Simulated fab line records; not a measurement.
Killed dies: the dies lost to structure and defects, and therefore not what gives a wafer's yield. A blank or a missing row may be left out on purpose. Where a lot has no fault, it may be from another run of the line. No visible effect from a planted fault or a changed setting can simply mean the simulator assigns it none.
A lot that was struck, set against a sound lot / flow nand-harc / 15 out of 1302 route steps
Sound: the wafers L373.2, L373.3, L373.5. Struck: wafers L377.1, L377.6 (left out: L377.2, a lot-mate that was not struck); the cause follows at the end.
For every step that has rows: the tool of each side, followed by ch and its chambers, followed by its first start. Under that, the readings that differ: sound wafers / struck wafers / difference of the means / sigmas: that difference in standard deviations of wafers without a fault.
alike: a reading whose means differ by less than 2 such deviations, as well as words and numbers matching on both sides. not compared: withheld readings; readings where some wafer has no value; bounds like >300 that might hide an equal value; numbers whose values overlap and for which the record gives no deviation.
The two part at a step that has a row with sigmas, a row that says differs or no value, or rows on one side only. Numbers that don't overlap but have no deviation are shown without sigmas and don't part them. A reading that every wafer of one side lacks parts them only if that side has two wafers or more.

first, 3 steps without rows for these wafers: NHARC_A_CHANNEL_HOLE_D1_EXPOSE_07 (exposes mask HOLE D1, target cd 100 nm); NHARC_A_CHANNEL_HOLE_D1_PEB_08 (peb time 65 s); NHARC_A_CHANNEL_HOLE_D1_DEVELOP_09 (develop time 35 s).
NHARC_A_CHANNEL_HOLE_D1_CD_MEAS_10: the cd target is 100 nm.
  sound on cd-sem-02 ch 0, day 10 18:17; struck on cd-sem-01 ch 0, day 12 12:24
  alike: cd-nm
NHARC_A_CHANNEL_HOLE_D1_OVL_MEAS_11:
  sound on overlay-01, day 10 18:22; struck on overlay-01, day 12 12:29
reading=overlay-x-nm (nm); sound=-1.4 -1.1 -1.1; struck=0.3 1.0; difference=+1.9; sigmas=+2
  alike: overlay-y-nm
NHARC_A_CHANNEL_HOLE_D1_INSPECT_12:
  sound on defect-inspect-02, day 10 18:25; struck on defect-inspect-02, day 12 12:32
  alike: raw-defect-count
NHARC_A_CHANNEL_HOLE_D1_DESCUM_15: chemistry O2, time 3 s.
  sound on rie-diel-04 ch 0,2,3, day 10 18:29; struck on rie-diel-11 ch 2, day 12 12:35
reading=oes-product-au (a.u.); sound=1.003 1.010 0.991; struck=0.973 0.981; difference=-0.024; sigmas=-2
  alike: drypump-motor-current-A, rf-vpp-V, showerhead-plenum-p-Torr, throttle-valve-pct
  not compared: rf-hours-counter-h
NHARC_A_CHANNEL_HOLE_D1_ETCH_38: etches the open film in CF4, target depth 39 nm, time 65 s.
  sound on rie-diel-04 ch 0,2,3, day 10 18:34; struck on rie-diel-11 ch 0,2, day 12 12:41
  alike: bias-w, drypump-motor-current-A, oes-product-au, rf-vpp-V, showerhead-plenum-p-Torr, throttle-valve-pct
  not compared: rf-hours-counter-h
NHARC_A_CHANNEL_HOLE_D1_ETCH_39: etches the open film in N2/H2, target depth 260 nm, time 325 s.
  sound on rie-diel-04 ch 0,3; struck on rie-diel-11 ch 2
  alike: bias-w, drypump-motor-current-A, oes-product-au, rf-vpp-V, showerhead-plenum-p-Torr, throttle-valve-pct
  not compared: rf-hours-counter-h
NHARC_A_CHANNEL_HOLE_D1_ETCH_34: etches the open film in CF4/CHF3, target depth 154 nm, time 77 s.
  sound on rie-diel-04 ch 1,3; struck on rie-diel-11 ch 0,3
  alike: bias-w, drypump-motor-current-A, oes-product-au, rf-vpp-V, showerhead-plenum-p-Torr, throttle-valve-pct
  not compared: rf-hours-counter-h
then, 1 step without rows for these wafers: NHARC_A_CHANNEL_HOLE_D1_ETCH_16 (etches the open film in O2/COS, target depth 3100 nm, time 806 s).
NHARC_A_CHANNEL_HOLE_D1_CD_MEAS_18:
  sound on cd-sem-03, day 10 19:40; struck on cd-sem-01, day 12 13:42
  alike: cd-nm
NHARC_A_CHANNEL_HOLE_D1_ETCH_19: etches the open film in C4F8/O2/Ar, time 34.5 s.
  sound on har-etch-01 ch 0, day 10 21:46; struck on har-etch-01 ch 1, day 12 16:37
reading=c4f8-flow-sccm (sccm); sound=28.88 28.84 28.80; struck=14.59 14.45; difference=-14.32; sigmas=-99 or more
reading=showerhead-plenum-p-Torr (Torr); sound=3.77 3.77 3.77; struck=3.43 3.43; difference=-0.34; sigmas=-2
reading=throttle-valve-pct (%); sound=37.033 37.035 37.031; struck=36.092 36.082; difference=-0.946; sigmas=-99 or more
  alike: bias-v, drypump-motor-current-A
  not compared: rf-hours-counter-h
NHARC_A_CHANNEL_HOLE_D1_ETCH_20: etches the open film in C4F8/O2/Ar, time 361.9 s, target depth 1600 nm.
  sound on har-etch-01 ch 0, day 10 21:55; struck on har-etch-01 ch 1, day 12 16:44
  alike: c4f8-flow-sccm, drypump-motor-current-A, showerhead-plenum-p-Torr, throttle-valve-pct
  not compared: rf-hours-counter-h
-- the record jumps here: 16 days lie between the struck wafers' starts before and after (it left off in module A_CHANNEL_HOLE_D1 and takes up again in module END, whose first step shown is number 1302 of the route) --
NHARC_END_SORT_01:
  the record has rows for the struck wafers here (prober-01 ch 0, day 28 13:52) and none for the sound ones

== WHERE THEY PART ==
Earliest at NHARC_A_CHANNEL_HOLE_D1_OVL_MEAS_11; latest, in this record, at NHARC_END_SORT_01.

WHY: what had been put in by the simulator
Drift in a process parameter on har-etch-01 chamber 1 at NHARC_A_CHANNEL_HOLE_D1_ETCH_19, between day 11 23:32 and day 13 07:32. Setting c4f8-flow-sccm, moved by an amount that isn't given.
